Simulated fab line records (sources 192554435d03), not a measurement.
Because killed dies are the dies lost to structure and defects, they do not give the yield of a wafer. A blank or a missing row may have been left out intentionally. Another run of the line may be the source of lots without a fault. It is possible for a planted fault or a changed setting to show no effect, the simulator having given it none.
Matching of chambers | flow n5Finfet | 4 sister chambers for N5_FIN_CUT_CUT_ETCH_28 on rieSi-05
The step etches Si in HBr/Cl2/O2, target depth 6 nm, time 2.4 s. 24 wafers are shown with their chamber, then 12 later ones without.

## WAFERS, EACH WITH ITS CHAMBER
wafer  | chamber | drypumpMotorCurrentA (A) | oesProductAu (a.u.)
L074.1 | 2       | 5.1                      | 1.004
L074.5 | 0       | 5.5                      | 0.996
L074.6 | 3       | 6.3                      | 0.997
L079.1 | 1       | 5.2                      | 1.012
L079.3 | 3       | 6.3                      | 0.988
L079.4 | 2       | 5.1                      | 1.007
L080.3 | 1       | 5.2                      | 1.007
L080.4 | 3       | 6.3                      | 0.990
L080.5 | 2       | 5.1                      | 1.003
L082.2 | 2       | 5.1                      | 1.002
L082.3 | 1       | 5.2                      | 1.012
L082.6 | 2       | 5.1                      | 1.006
L085.1 | 1       | 5.2                      | 1.011
L085.4 | 1       | 5.2                      | 1.009
L085.6 | 3       | 6.3                      | 0.991
L086.1 | 0       | 5.5                      | 1.001
L086.2 | 3       | 6.3                      | 0.986
L086.3 | 1       | 5.2                      | 1.010
L087.1 | 1       | 5.2                      | 1.004
L087.2 | 3       | 6.2                      | 1.001
L087.4 | 0       | 5.5                      | 1.002
L090.1 | 0       | 5.5                      | 0.993
L090.2 | 2       | 5.1                      | 0.997
L090.6 | 3       | 6.3                      | 0.998

SIGNATURES (means of the wafers above)
reading              | chamber 0 | chamber 1 | chamber 2 | chamber 3 | scatter within a chamber
drypumpMotorCurrentA | 5.500     | 5.200     | 5.100     | 6.286     | 0.0207
oesProductAu         | 0.99800   | 1.00929   | 1.00317   | 0.99300   | 0.00424
Rule: distance of a wafer from a chamber = root of the sum over the readings of ((wafer's reading minus chamber's mean) / reading's scatter) squared. If the next closest chamber is less than 2 further off than the closest, the wafer can't be placed; otherwise it belongs to the closest. The scatter is the square root of a quotient: the sum, over the shown wafers, of each reading's squared deviation from its chamber's mean, divided by wafers minus chambers.

## WAFERS MISSING THEIR CHAMBER
wafer  | drypumpMotorCurrentA (A) | oesProductAu (a.u.)
L091.2 | 5.1                      | 1.006
L091.3 | 5.2                      | 1.012
L091.4 | 5.5                      | 0.995
L095.1 | 5.1                      | 1.002
L095.2 | 5.4                      | 1.000
L095.4 | 5.2                      | 1.009
L096.1 | 5.2                      | 1.014
L096.3 | 5.1                      | 1.004
L096.5 | 5.2                      | 1.009
L097.1 | 5.5                      | 0.996
L097.4 | 6.3                      | 0.984
L097.5 | 5.2                      | 1.003

## WHICH CHAMBER EACH ONE RAN IN
wafer  | from the rows above | in truth
L091.2 | 2                   | 2
L091.3 | 1                   | 1
L091.4 | 0                   | 0
L095.1 | 2                   | 2
L095.2 | 0                   | 0
L095.4 | 1                   | 1
L096.1 | 1                   | 1
L096.3 | 2                   | 2
L096.5 | 1                   | 1
L097.1 | 0                   | 0
L097.4 | 3                   | 3
L097.5 | 1                   | 1
Correct placement for 12 of the 12. From these rows, 0 cannot be placed. 0 placed wrongly.
